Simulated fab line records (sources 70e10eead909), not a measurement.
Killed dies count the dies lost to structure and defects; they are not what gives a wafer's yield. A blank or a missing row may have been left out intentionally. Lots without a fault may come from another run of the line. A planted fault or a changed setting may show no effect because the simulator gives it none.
fab line records -- flow nandHarc -- part 1 of 2: steps 1 to 22 of 35
record: lots: 5, wafers: 15, lastDay: 33
route steps=1302 shown P_M1@295 P_M2@318
lots with no fault: from the same line, run without faults
startH: hours from the record's first day to the start of the lot's first wafer shown -- waitH: hours from the lot's prior step to this one -- " unchanged from the row above -- L1.1+2: a single row standing in for several wafers -- - no value, or no start was given -- * or withheld: withheld -- < > ~ a bound
route shown NAME@n: names a module that has steps shown in the file, with the first one's number in the route -- usual: mean/standard deviation of fault-free wafers -- same: alike in all rows -- chamber/n: place in a boat -- sites: readings site by site -- _std_site: their standard deviation -- _edge_site: mean of outer sites minus mean of inner sites -- radiusMm: for every site, how far away it sits from the centre of the wafer -- mask NAME#n: copy n -- behind: the last tool/chamber to shape the wafer -- hold: what put the lot on hold/how long, in hours/how the hold closed -- device: which transistor (n, p or np) failed to switch -- end of line: the tests these same wafers got at the end of their route -- where a step has no rows: the recipe by itself -- killed: at the first sort, the dies lost to defects and structure; wafer yield is something else -- map: a wafer's dies, x killed, . not, _ none there
set.NAME: setting as actually run; set.NAME@STEP: the setting as run at that earlier step -- model.NAME: the simulator's own value behind a step, which no gauge read
lots seen at some steps along the route; tables by step, rows by wafer
services: the hour from which a tool's chamber was out of use, counted from the record's first day as startH (under 0 if before that day), plus the number of hours and why
== steps ==
step: NHARC_P_M1_CD_MEAS_09
recipe: targetCdNm: 130, landingEnergyEv: 500
usual: cdNm: 130.1/0.77
lot.wafer,tool,chamber,startH,waitH,cdNm
L089.2,cdSem-03,0,288.59,-,130.1
L089.3,cdSem-03,0,288.59,-,131.7
L089.4,cdSem-03,0,288.59,-,130.2
L090.2,cdSem-03,0,289.76,-,128.9
L090.4,cdSem-03,0,289.76,-,129.6
L090.6,cdSem-03,0,289.76,-,130.4
L094.1,cdSem-03,0,327.29,-,129.3
L094.4,cdSem-03,0,327.29,-,130.1
L094.6,cdSem-03,0,327.29,-,129.8
L096.2,cdSem-02,0,345.88,-,129.1
L096.3,cdSem-02,0,345.88,-,130.1
L096.5,cdSem-02,0,345.88,-,129.8
L097.1,cdSem-03,0,352.85,-,130.9
L097.5,cdSem-03,0,352.85,-,129.3
L097.6,cdSem-03,0,352.85,-,129.5
step: NHARC_P_M1_OVL_MEAS_10
recipe: pitchNm: 260
usual: overlayXNm: 0.0/0.75, overlayYNm: 0.0/0.71
lot.wafer,tool,chamber,startH,waitH,overlayXNm,overlayYNm
L089.2,overlay-02,-,288.68,-,-0.4,0.5
L089.3,overlay-02,-,288.68,-,0.0,1.5
L089.4,overlay-02,-,288.68,-,0.0,0.6
L090.2,overlay-02,-,289.84,-,0.3,-0.2
L090.4,overlay-02,-,289.84,-,0.2,-0.6
L090.6,overlay-02,-,289.84,-,0.3,-0.5
L094.1,overlay-02,-,327.38,-,0.4,0.7
L094.4,overlay-02,-,327.38,-,0.8,0.6
L094.6,overlay-02,-,327.38,-,0.4,-0.3
L096.2,overlay-01,-,345.96,-,0.4,-0.1
L096.3,overlay-01,-,345.96,-,0.3,-0.6
L096.5,overlay-01,-,345.96,-,0.1,0.0
L097.1,overlay-01,-,352.94,-,0.9,-0.3
L097.5,overlay-01,-,352.94,-,1.3,-0.1
L097.6,overlay-01,-,352.94,-,0.4,0.2
step: NHARC_P_M1_INSPECT_11
usual: rawDefectCount: 3.9/2.2
lot.wafer,tool,chamber,startH,waitH,rawDefectCount
L089.2,defectInspect-01,-,288.72,0.0,4
L089.3,defectInspect-01,-,288.72,0.0,5
L089.4,defectInspect-01,-,288.72,0.0,7
L090.2,defectInspect-02,-,289.88,0.0,4
L090.4,defectInspect-02,-,289.88,0.0,5
L090.6,defectInspect-02,-,289.88,0.0,4
L094.1,defectInspect-01,-,327.42,0.0,5
L094.4,defectInspect-01,-,327.42,0.0,2
L094.6,defectInspect-01,-,327.42,0.0,1
L096.2,defectInspect-01,-,346.00,0.0,5
L096.3,defectInspect-01,-,346.00,0.0,2
L096.5,defectInspect-01,-,346.00,0.0,4
L097.1,defectInspect-01,-,352.98,0.0,3
L097.5,defectInspect-01,-,352.98,0.0,3
L097.6,defectInspect-01,-,352.98,0.0,4
step: NHARC_P_M1_DESCUM_14
recipe: timeS: 3, o2FlowSccm: 200, arFlowSccm: 0, biasPowerW: 0, chemistry: O2
usual: drypumpMotorCurrentA: 5.7/0.35, mfcArSccm: 0.015/0.017, oesProductAu: 1.003/0.011, rfVppV: 57.9/0.88, showerheadPlenumPTorr: 1.96/0.078, throttleValvePct: 11.312/0.0091
lot.wafer,tool,chamber,startH,waitH,drypumpMotorCurrentA,mfcArSccm,oesProductAu,rfHoursCounterH,rfVppV,showerheadPlenumPTorr,throttleValvePct
L089.3,rieDiel-07,0,288.78,0.1,6.5,0,1.007,11,58.8,2.05,11.314
L089.4,rieDiel-07,1,288.78,0.1,5.9,0.037,0.994,10,58.9,1.95,11.325
L089.2,rieDiel-07,2,288.78,0.1,5.4,0.020,1.016,10,57.3,1.96,11.326
L090.2,rieDiel-12,2,289.94,0.1,5.4,0.034,1.005,5,57.5,1.87,11.314
L090.4,rieDiel-12,3,289.94,0.1,5.7,0.019,1.011,5,58.1,1.95,11.309
L090.6,rieDiel-12,2,289.94,0.1,5.4,0.034,1.006,-,58.4,1.87,11.300
L094.1,rieDiel-11,2,327.66,0.2,5.5,0,0.997,4,59.1,2.03,11.313
L094.4,rieDiel-11,0,327.66,0.2,5.9,0,1.015,5,58.1,2.04,11.304
L094.6,rieDiel-11,2,327.66,0.2,5.6,0,0.995,-,56.7,2.03,11.307
L096.2,rieDiel-07,0,346.06,0.1,6.5,0,1.003,3,59.4,2.04,11.289
L096.3,rieDiel-07,2,346.06,0.1,5.4,0.020,1.020,2,57.6,1.96,11.303
L096.5,rieDiel-07,0,346.06,0.1,6.5,0,1.001,-,58.3,2.04,11.319
L097.1,rieDiel-11,0,353.05,0.1,5.9,0,1.008,7,58.8,2.04,11.309
L097.5,rieDiel-11,3,353.05,0.1,5.7,0,0.991,-,59.0,1.90,11.306
L097.6,rieDiel-11,1,353.05,0.1,5.1,0.040,1.002,-,56.5,1.83,11.310
step: NHARC_P_M1_ETCH_35
recipe: targetDepthA: 400, overetchA: 120, timeS: 43.94, ionEnergyEv: 200, n2FlowSccm: 150, h2FlowSccm: 150, arFlowSccm: 0, rfW: 400, biasW: 150, chemistry: N2/H2
usual: drypumpMotorCurrentA: 5.7/0.35, h2FlowSccm: 150.0/0.52, mfcArSccm: 0.014/0.016, oesProductAu: 1.002/0.011, rfVppV: 431.9/2.4, showerheadPlenumPTorr: 2.09/0.086, throttleValvePct: 14.171/0.0091
lot.wafer,tool,chamber,startH,waitH,drypumpMotorCurrentA,h2FlowSccm,mfcArSccm,oesProductAu,rfHoursCounterH,rfVppV,showerheadPlenumPTorr,throttleValvePct
L089.3,rieDiel-07,3,288.86,0.1,5.7,150.0,0.019,0.990,10,434.2,2.19,14.174
L089.4,rieDiel-07,0,288.86,0.1,6.5,150.4,0,0.995,11,434.5,2.18,14.177
L089.2,rieDiel-07,1,288.86,0.1,6.0,150.5,0.037,1.003,10,431.7,2.08,14.173
L090.4,rieDiel-12,3,290.03,0.1,5.7,150.3,0.019,1.012,5,431.4,2.08,14.169
L090.2,rieDiel-12,2,290.03,0.1,5.4,150.5,0.034,1.003,5,429.2,1.99,14.164
L090.6,rieDiel-12,3,290.03,0.1,5.7,149.3,0.019,1.012,-,432.6,2.08,14.164
L094.1,rieDiel-11,0,327.93,0.3,5.9,151.0,0,1.016,5,435.7,2.18,14.171
L094.4,rieDiel-11,1,327.93,0.3,5.1,150.0,0.040,1.006,5,428.2,1.95,14.184
L094.6,rieDiel-11,0,327.93,0.3,5.8,150.4,0,1.009,-,434.0,2.18,14.164
L096.3,rieDiel-07,2,346.16,0.1,5.5,151.2,0.020,1.004,2,432.2,2.09,14.177
L096.2,rieDiel-07,3,346.16,0.1,5.7,149.7,0.019,0.992,3,434.6,2.19,14.160
L096.5,rieDiel-07,0,346.16,0.1,6.5,149.2,0,1.003,-,434.7,2.18,14.169
L097.1,rieDiel-11,0,353.20,0.1,5.9,149.8,0,1.006,7,433.2,2.18,14.174
L097.5,rieDiel-11,1,353.20,0.1,5.1,149.8,0.040,1.013,-,428.7,1.95,14.162
L097.6,rieDiel-11,3,353.20,0.1,5.7,149.7,0,1.004,-,431.2,2.03,14.179
step: NHARC_P_M1_ETCH_15
recipe: targetDepthA: 1825, timeS: 91.2, c4f8FlowSccm: withheld, arFlowSccm: 400, rfW: 600, biasW: 300, chemistry: C4F8/Ar
usual: oesProductAu: 0.960/0.018, rfVppV: 442.2/2.6
lot.wafer,tool,chamber,startH,waitH,oesProductAu,rfHoursCounterH,rfVppV
L089.4,rieDiel-07,2,-,-,0.932,10,442.1
L089.3,rieDiel-07,3,-,-,0.921,10,442.5
L089.2,rieDiel-07,0,-,-,0.934,11,444.8
L090.4,rieDiel-12,3,-,-,0.983,5,441.9
L090.2,rieDiel-12,0,-,-,0.990,4,443.9
L090.6,rieDiel-12,2,-,-,0.975,-,440.4
L094.1,rieDiel-11,1,-,-,0.942,5,437.6
L094.4,rieDiel-11,2,-,-,0.924,5,444.4
L094.6,rieDiel-11,0,-,-,0.948,-,443.5
L096.2,rieDiel-07,0,-,-,0.971,3,445.6
L096.3,rieDiel-07,2,-,-,0.983,2,442.6
L096.5,rieDiel-07,3,-,-,0.957,-,445.2
L097.1,rieDiel-11,1,-,-,0.948,7,437.7
L097.5,rieDiel-11,3,-,-,0.935,-,440.6
L097.6,rieDiel-11,0,-,-,0.955,-,445.3
step: NHARC_P_M1_CD_MEAS_16
usual: cdNm: 129.8/1.1
lot.wafer,tool,chamber,startH,waitH,cdNm
L089.2,cdSem-03,-,289.08,-,129.1
L089.3,cdSem-03,-,289.08,-,131.4
L089.4,cdSem-03,-,289.08,-,129.9
L090.2,cdSem-03,-,290.25,-,128.0
L090.4,cdSem-03,-,290.25,-,129.2
L090.6,cdSem-03,-,290.25,-,129.0
L094.1,cdSem-01,-,328.14,-,128.1
L094.4,cdSem-01,-,328.14,-,129.7
L094.6,cdSem-01,-,328.14,-,129.2
L096.2,cdSem-02,-,346.37,-,130.8
L096.3,cdSem-02,-,346.37,-,130.6
L096.5,cdSem-02,-,346.37,-,130.2
L097.1,cdSem-03,-,353.43,-,129.4
L097.5,cdSem-03,-,353.43,-,131.2
L097.6,cdSem-03,-,353.43,-,129.0
step: NHARC_P_M1_STRIP_18
recipe: powerW: 1000, n2FlowSccm: 150, h2FlowSccm: 150, arFlowSccm: 0, biasW: 0, chemistry: N2/H2
usual: drypumpMotorCurrentA: 5.7/0.35, h2FlowSccm: 150.0/0.48, mfcArSccm: 0.015/0.016, oesProductAu: 1.004/0.012, rfVppV: 91.0/0.94, showerheadPlenumPTorr: 2.09/0.085, throttleValvePct: 14.170/0.0091
lot.wafer,tool,chamber,startH,waitH,drypumpMotorCurrentA,h2FlowSccm,mfcArSccm,oesProductAu,rfHoursCounterH,rfVppV,showerheadPlenumPTorr,throttleValvePct
L089.3,rieDiel-11,0,289.16,0.1,5.9,149.5,0,1.004,1,89.2,2.18,14.166
L089.2,rieDiel-11,1,289.16,0.1,5.1,150.5,0.040,1.011,1,90.4,1.95,14.178
L089.4,rieDiel-11,2,289.16,0.1,5.6,149.3,0,0.991,1,91.9,2.17,14.163
L090.2,rieDiel-07,3,290.35,0.1,5.7,151.0,0.019,0.988,11,92.3,2.19,14.156
L090.4,rieDiel-07,2,290.35,0.1,5.4,150.0,0.020,1.018,-,89.9,2.09,14.148
L090.6,rieDiel-07,1,290.35,0.1,5.9,150.0,0.037,1.014,-,90.0,2.08,14.188
L094.1,rieDiel-07,3,328.27,0.1,5.7,149.4,0.019,0.978,2,92.3,2.19,14.166
L094.4,rieDiel-07,0,328.27,0.1,6.5,150.2,0,1.002,2,90.8,2.18,14.168
L094.6,rieDiel-07,1,328.27,0.1,5.9,150.6,0.037,1.008,-,90.9,2.07,14.180
L096.2,rieDiel-11,0,346.47,0.1,5.9,150.1,0,1.008,6,91.8,2.18,14.170
L096.3,rieDiel-11,1,346.47,0.1,5.1,149.6,0.040,1.008,6,88.5,1.95,14.168
L096.5,rieDiel-11,1,346.47,0.1,5.1,150.1,0.040,1.005,-,91.1,1.95,14.173
L097.1,rieDiel-07,2,353.56,0.1,5.4,150.5,0.020,1.014,3,90.6,2.09,14.163
L097.5,rieDiel-07,0,353.56,0.1,6.5,150.3,0,1.023,-,90.8,2.18,14.166
L097.6,rieDiel-07,1,353.56,0.1,5.9,149.9,0.037,1.011,-,89.9,2.07,14.162
step: NHARC_P_M1_ETCH_28
recipe: targetDepthA: 300, overEtchFrac: 0.3, timeS: 72.99, ionEnergyEv: 150, cf4FlowSccm: 50, n2FlowSccm: 100, arFlowSccm: 150, rfW: 300, biasW: 100, chemistry: CF4/N2
usual: drypumpMotorCurrentA: 5.7/0.35, mfcArSccm: 150.0/0.5, oesProductAu: 1.005/0.012, rfVppV: 315.5/2, showerheadPlenumPTorr: 2.69/0.1, throttleValvePct: 19.794/0.0093
lot.wafer,tool,chamber,startH,waitH,drypumpMotorCurrentA,mfcArSccm,oesProductAu,rfHoursCounterH,rfVppV,showerheadPlenumPTorr,throttleValvePct
L089.4,rieDiel-11,0,-,-,5.9,149.7,1.010,2,316.5,2.79,19.791
L089.3,rieDiel-11,2,-,-,5.6,149.5,1.000,1,316.1,2.77,19.794
L089.2,rieDiel-11,3,-,-,5.8,149.8,0.997,1,315.5,2.62,19.792
L090.2,rieDiel-07,2,-,-,5.4,150.5,1.016,10,315.4,2.69,19.787
L090.4,rieDiel-07,1,-,-,5.9,150.4,1.001,-,315.2,2.67,19.792
L090.6,rieDiel-07,3,-,-,5.7,150.4,0.988,-,316.3,2.80,19.791
L094.4,rieDiel-07,3,-,-,5.7,150.0,0.989,2,316.4,2.80,19.806
L094.1,rieDiel-07,0,-,-,6.5,149.5,1.010,2,318.0,2.80,19.780
L094.6,rieDiel-07,3,-,-,5.6,149.8,0.994,-,319.7,2.80,19.779
L096.2,rieDiel-11,3,-,-,5.7,149.8,1.007,6,313.5,2.61,19.783
L096.3,rieDiel-11,0,-,-,5.9,150.6,1.002,6,316.7,2.79,19.804
L096.5,rieDiel-11,1,-,-,5.1,150.0,1.014,-,312.2,2.52,19.807
L097.1,rieDiel-07,3,-,-,5.7,150.4,1.003,3,318.0,2.80,19.786
L097.6,rieDiel-07,0,-,-,6.5,150.1,1.032,-,318.2,2.79,19.799
L097.5,rieDiel-07,1,-,-,6.0,150.4,1.023,-,314.4,2.67,19.794
step: NHARC_P_M1_STRIP_19
recipe: timeS: 600, tempC: 30, chemistry: postEtchResidueRemover
lot.wafer,tool,chamber,startH,waitH
L089.3+4+2,wetBench-08,"5,6,2",289.52,-
L090.6+2+4,wetBench-08,"1,4,5",290.75,-
L094.1+6+4,wetBench-10,"1,3,6",328.58,-
L096.5+2+3,wetBench-08,"2,4,5",346.87,-
L097.5+6+1,wetBench-10,"1,4,6",353.89,-
step: NHARC_P_M1_DEGAS_29
recipe: tempC: 250, timeS: 60
usual: heaterPowerW: 351/33, susceptorTempC: 249.98/0.17
lot.wafer,tool,chamber,startH,waitH,heaterPowerW,susceptorTempC
L089.2,pvdSputter-03,-,289.79,-,266,250.15
L089.3,pvdSputter-03,-,289.79,-,320,250.30
L089.4,pvdSputter-03,-,289.79,-,386,250.22
L090.2,pvdSputter-01,-,291.03,-,328,250.30
L090.4,pvdSputter-01,-,291.03,-,362,250.20
L090.6,pvdSputter-01,-,291.03,-,334,250.07
L094.1,pvdSputter-01,-,328.86,-,372,250.15
L094.4,pvdSputter-01,-,328.86,-,349,250.05
L094.6,pvdSputter-01,-,328.86,-,325,250.01
L096.2,pvdSputter-02,-,347.14,-,369,250.09
L096.3,pvdSputter-02,-,347.14,-,392,250.33
L096.5,pvdSputter-02,-,347.14,-,369,249.70
L097.1,pvdSputter-01,-,354.17,-,385,250.06
L097.6,pvdSputter-01,-,354.17,-,374,249.99
L097.5,pvdSputter-01,-,354.17,-,359,249.86
step: NHARC_P_M1_PRE_CLEAN_30
recipe: timeS: 30, tempC: 280, gas: H2/He
usual: heaterPowerW: 435/38, susceptorTempC: 280.01/0.19
lot.wafer,tool,chamber,startH,waitH,heaterPowerW,susceptorTempC
L089.4,pvdSputter-03,-,-,-,466,279.91
L089.2,pvdSputter-03,-,-,-,431,279.96
L089.3,pvdSputter-03,-,-,-,327,280.19
L090.2,pvdSputter-01,-,-,-,456,279.89
L090.4,pvdSputter-01,-,-,-,446,279.81
L090.6,pvdSputter-01,-,-,-,468,279.84
L094.1,pvdSputter-01,-,-,-,415,-
L094.4,pvdSputter-01,-,-,-,466,-
L094.6,pvdSputter-01,-,-,-,463,-
L096.2,pvdSputter-02,-,-,-,456,280.32
L096.3,pvdSputter-02,-,-,-,479,280.05
L096.5,pvdSputter-02,-,-,-,447,280.22
L097.1,pvdSputter-01,-,-,-,456,279.90
L097.6,pvdSputter-01,-,-,-,466,279.88
L097.5,pvdSputter-01,-,-,-,453,280.15
step: NHARC_P_M1_PVD_20
recipe: targetThkA: 50, biasV: 168.6, powerW: 15000, chamberPressurePa: 0.12, timeS: 8.06, substrateTempC: 50, material: TaN
usual: throttleValvePct: 30.0/0.72
lot.wafer,tool,chamber,startH,waitH,throttleValvePct
L089.4,pvdSputter-03,-,-,-,29.4
L089.3,pvdSputter-03,-,-,-,30.3
L089.2,pvdSputter-03,-,-,-,30.7
L090.4,pvdSputter-01,-,-,-,29.7
L090.2,pvdSputter-01,-,-,-,28.1
L090.6,pvdSputter-01,-,-,-,29.7
L094.4,pvdSputter-01,-,-,-,30.3
L094.1,pvdSputter-01,-,-,-,29.8
L094.6,pvdSputter-01,-,-,-,29.7
L096.3,pvdSputter-02,-,-,-,30.3
L096.2,pvdSputter-02,-,-,-,30.2
L096.5,pvdSputter-02,-,-,-,30.4
L097.1,pvdSputter-01,-,-,-,30.1
L097.5,pvdSputter-01,-,-,-,28.1
L097.6,pvdSputter-01,-,-,-,30.4
step: NHARC_P_M1_PVD_21
recipe: targetThkA: 300, chamberPressurePa: 5, powerW: 5000, substrateTempC: 30, timeS: 20.49, material: Cu
usual: throttleValvePct: 30.0/0.75
lot.wafer,tool,chamber,startH,waitH,throttleValvePct
L089.2,pvdSputter-03,-,-,-,29.5
L089.4,pvdSputter-03,-,-,-,30.6
L089.3,pvdSputter-03,-,-,-,31.0
L090.2,pvdSputter-01,-,-,-,28.4
L090.4,pvdSputter-01,-,-,-,29.6
L090.6,pvdSputter-01,-,-,-,30.2
L094.4,pvdSputter-01,-,-,-,28.3
L094.1,pvdSputter-01,-,-,-,29.3
L094.6,pvdSputter-01,-,-,-,30.1
L096.3,pvdSputter-02,-,-,-,30.4
L096.2,pvdSputter-02,-,-,-,29.9
L096.5,pvdSputter-02,-,-,-,29.8
L097.1,pvdSputter-01,-,-,-,29.5
L097.5,pvdSputter-01,-,-,-,29.7
L097.6,pvdSputter-01,-,-,-,28.2
step: NHARC_P_M1_ECD_22
recipe: targetThkA: 4000, bathTempC: 25, material: Cu
lot.wafer,tool,chamber,startH,waitH
L089.2+3+4,ecdCu-01,"0,0,1",290.15,-
L090.2+4+6,ecdCu-01,"0,1,1",291.38,-
L094.1+4+6,ecdCu-02,"1,1,0",329.21,-
L096.2+3+5,ecdCu-01,1,347.50,-
L097.1+5+6,ecdCu-01,"0,0,1",354.52,-
step: NHARC_P_M1_ANNEAL_31
recipe: tempC: 225, timeS: 90
usual: wafer_temp_C_max: 226.22/0.3
lot.wafer,tool,chamber,startH,waitH,wafer_temp_C_max
L089.2,rtpAnneal-02,0,290.58,-,226.86
L089.3,rtpAnneal-02,0,290.58,-,226.75
L089.4,rtpAnneal-02,0,290.58,-,226.65
L090.2,rtpAnneal-02,0,291.81,-,226.30
L090.4,rtpAnneal-02,0,291.81,-,226.29
L090.6,rtpAnneal-02,0,291.81,-,226.40
L094.1,rtpAnneal-02,0,329.59,0.3,226.50
L094.4,rtpAnneal-02,0,329.59,0.3,226.38
L094.6,rtpAnneal-02,0,329.59,0.3,226.71
L096.2,rtpAnneal-01,0,347.93,-,226.20
L096.3,rtpAnneal-01,0,347.93,-,226.14
L096.5,rtpAnneal-01,0,347.93,-,226.27
L097.1,rtpAnneal-01,0,354.89,0.3,225.95
L097.5,rtpAnneal-01,0,354.89,0.3,226.35
L097.6,rtpAnneal-01,0,354.89,0.3,226.16
step: NHARC_P_M1_CMP_23
recipe: tOverpolishS: 20, targetThkNm: 157.82
usual: motorCurrentA: 12.1/1.3, timeToEndpointS: 28/3.6
lot.wafer,tool,chamber,startH,waitH,motorCurrentA,timeToEndpointS
L089.4,cmp-02,1,290.88,-,14.2,22
L089.2,cmp-02,2,290.88,-,10.4,28
L089.3,cmp-02,3,290.88,-,11.7,25
L090.2,cmp-02,0,292.11,-,12.5,31
L090.4,cmp-02,3,292.11,-,11.5,21
L090.6,cmp-02,0,292.11,-,11.4,29
L094.1,cmp-01,3,329.96,-,12.7,33
L094.4,cmp-01,0,329.96,-,13.9,29
L094.6,cmp-01,3,329.96,-,12.3,32
L096.3,cmp-02,1,348.25,-,14.2,22
L096.2,cmp-02,3,348.25,-,11.8,23
L096.5,cmp-02,0,348.25,-,11.7,27
L097.1,cmp-03,3,355.26,-,11.4,25
L097.5,cmp-03,2,355.26,-,11.4,21
L097.6,cmp-03,3,355.26,-,12.0,23
step: NHARC_P_M1_THK_MEAS_24
recipe: thkMeasGauge: xrf
usual: thkNm: 157.5/1.7
lot.wafer,tool,chamber,startH,waitH,thkNm
L089.2,filmMetro-02,-,291.19,-,156.7
L089.3,filmMetro-02,-,291.19,-,155.1
L089.4,filmMetro-02,-,291.19,-,156.5
L090.2,filmMetro-01,-,292.42,-,160.3
L090.4,filmMetro-01,-,292.42,-,154.8
L090.6,filmMetro-01,-,292.42,-,160.4
L094.1,filmMetro-02,-,330.25,-,159.1
L094.4,filmMetro-02,-,330.25,-,157.9
L094.6,filmMetro-02,-,330.25,-,157.9
L096.2,filmMetro-01,-,348.53,-,158.7
L096.3,filmMetro-01,-,348.53,-,156.7
L096.5,filmMetro-01,-,348.53,-,162.1
L097.1,filmMetro-01,-,355.55,-,155.1
L097.5,filmMetro-01,-,355.55,-,157.5
L097.6,filmMetro-01,-,355.55,-,156.6
step: NHARC_P_M1_SRD_25
lot.wafer,tool,chamber,startH,waitH
L089.4+2+3,wetBench-10,"6,7,2",291.23,0.0
L090.2+6+4,wetBench-08,"6,7,3",292.46,0.0
L094.4+1+6,wetBench-08,"4,5,7",330.30,0.0
L096.5+3+2,wetBench-10,"7,3,4",348.57,0.0
L097.1+5+6,wetBench-10,"6,1,2",355.59,0.0
step: NHARC_P_M1_INSPECT_27
usual: rawDefectCount: 319/120
lot.wafer,tool,chamber,startH,waitH,rawDefectCount
L089.2,defectInspect-01,-,291.35,0.0,344
L089.3,defectInspect-01,-,291.35,0.0,238
L089.4,defectInspect-01,-,291.35,0.0,199
L090.2,defectInspect-02,-,292.58,0.0,454
L090.4,defectInspect-02,-,292.58,0.0,185
L090.6,defectInspect-02,-,292.58,0.0,363
L094.1,defectInspect-02,-,330.41,0.0,269
L094.4,defectInspect-02,-,330.41,0.0,218
L094.6,defectInspect-02,-,330.41,0.0,215
L096.2,defectInspect-02,-,348.69,0.0,372
L096.3,defectInspect-02,-,348.69,0.0,351
L096.5,defectInspect-02,-,348.69,0.0,304
L097.1,defectInspect-02,-,355.71,0.0,270
L097.5,defectInspect-02,-,355.71,0.0,323
L097.6,defectInspect-02,-,355.71,0.0,317
step: NHARC_P_M1_PRE_CLEAN_32
recipe: timeS: 12, tempC: 370, rfPowerW: 300, gas: NH3
usual: heaterPowerW: 631/63, susceptorTempC: 369.99/0.21
lot.wafer,tool,chamber,startH,waitH,heaterPowerW,susceptorTempC
L089.3,pecvd-01,0,291.45,0.1,628,369.74
L089.2,pecvd-01,1,291.45,0.1,683,370.14
L089.4,pecvd-01,2,291.45,0.1,624,370.08
L090.2,pecvd-01,1,292.64,0.1,559,370.18
L090.6,pecvd-01,2,292.64,0.1,616,369.65
L090.4,pecvd-01,0,292.64,0.1,564,370.04
L094.1,pecvd-04,2,330.49,0.1,601,369.84
L094.4,pecvd-04,1,330.49,0.1,632,370.12
L094.6,pecvd-04,0,330.49,0.1,636,369.87
L096.3,pecvd-02,1,348.76,0.1,531,370.15
L096.2,pecvd-02,0,348.76,0.1,768,369.96
L096.5,pecvd-02,2,348.76,0.1,602,370.17
L097.1,pecvd-01,0,355.79,0.1,587,369.93
L097.6,pecvd-01,0,355.79,0.1,598,370.11
L097.5,pecvd-01,1,355.79,0.1,575,369.49
step: NHARC_P_M1_DEP_33
recipe: targetThkA: 300, tempC: 370, targetThkNm: 30, pressureTorr: 3, flowSccm: 200, rfW: 450, material: SiCN
usual: heaterPowerW: 589/61, susceptorTempC: 370.05/0.21
lot.wafer,tool,chamber,startH,waitH,heaterPowerW,susceptorTempC
L089.3,pecvd-01,0,291.56,0.1,585,370.18
L089.2,pecvd-01,1,291.56,0.1,533,370.25
L089.4,pecvd-01,2,291.56,0.1,629,370.13
L090.2,pecvd-01,1,292.72,0.1,591,369.89
L090.6,pecvd-01,2,292.72,0.1,596,369.84
L090.4,pecvd-01,0,292.72,0.1,523,370.14
L094.1,pecvd-04,2,330.60,0.1,468,370.08
L094.4,pecvd-04,1,330.60,0.1,626,370.06
L094.6,pecvd-04,0,330.60,0.1,586,370.19
L096.3,pecvd-02,1,348.84,0.1,562,370.39
L096.2,pecvd-02,0,348.84,0.1,756,370.05
L096.5,pecvd-02,2,348.84,0.1,616,370.20
L097.1,pecvd-01,0,355.89,0.1,612,370.00
L097.6,pecvd-01,0,355.89,0.1,613,370.14
L097.5,pecvd-01,1,355.89,0.1,593,370.42
